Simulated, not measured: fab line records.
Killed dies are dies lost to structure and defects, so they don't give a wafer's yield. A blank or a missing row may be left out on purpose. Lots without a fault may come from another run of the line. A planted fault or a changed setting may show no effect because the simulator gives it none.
Matching of chambers    flow n5 finfet    N5_BEOL_M13_ETCH_67 on rie diel-06 has 4 sister chambers
The step etches SiARC in CF4, target depth 143 nm, time 238.3 s. 14 wafers are shown with their chamber, then 7 later ones without.

== WAFERS PAIRED WITH THEIR CHAMBERS ==
wafer   chamber  showerhead plenum p Torr (Torr)  throttle valve pct (%)  drypump motor current A (A)
L336.1  1        1.98                             16.1                    5.9
L336.2  0        2.24                             15.7                    5.7
L336.3  2        2.05                             16.0                    5.9
L338.3  0        2.23                             15.7                    5.7
L340.3  2        2.05                             16.0                    5.8
L340.6  0        2.23                             15.7                    5.8
L350.1  0        2.22                             15.7                    5.7
L350.2  3        2.27                             15.3                    5.3
L350.6  0        2.23                             15.7                    5.7
L354.1  0        2.22                             15.7                    5.7
L354.2  2        2.04                             16.1                    5.9
L354.3  1        1.97                             16.1                    6.0
L356.1  1        1.97                             16.1                    5.9
L356.4  3        2.27                             15.3                    5.3

SIGNATURES (averages over the wafers above)
reading                   chamber 0  chamber 1  chamber 2  chamber 3  scatter within a chamber
showerhead plenum p Torr  2.2283     1.9733     2.0467     2.2700     0.00645
throttle valve pct        15.700     16.100     16.033     15.300     0.0258
drypump motor current A   5.717      5.933      5.867      5.300      0.0465
Rule: distance of a wafer from a chamber = root of the sum over the readings of ((wafer's reading minus chamber's mean) / reading's scatter) squared. If the next closest chamber is less than 2 further off than the closest, the wafer can't be placed; otherwise it belongs to the closest. How the scatter is found: for the shown wafers, subtract from each reading the mean of its chamber, square and add these, divide the total by (wafers less chambers), then take the root.

== WAFERS WITHOUT THEIR CHAMBER ==
wafer   showerhead plenum p Torr (Torr)  throttle valve pct (%)  drypump motor current A (A)
L356.6  2.04                             16.1                    5.9
L357.2  2.04                             16.1                    5.9
L357.3  2.22                             15.8                    5.7
L357.6  2.26                             15.3                    5.3
L359.1  2.26                             15.3                    5.3
L359.4  1.97                             16.2                    5.9
L359.6  2.03                             16.1                    5.9

== WHICH CHAMBER EACH WENT THROUGH ==
wafer   from the rows above  in truth
L356.6  2                    2
L357.2  2                    2
L357.3  0                    0
L357.6  3                    3
L359.1  3                    3
L359.4  1                    1
L359.6  2                    2
Correct placement for 7 of the 7. Can't be placed from these rows: 0. Wrongly placed: 0.
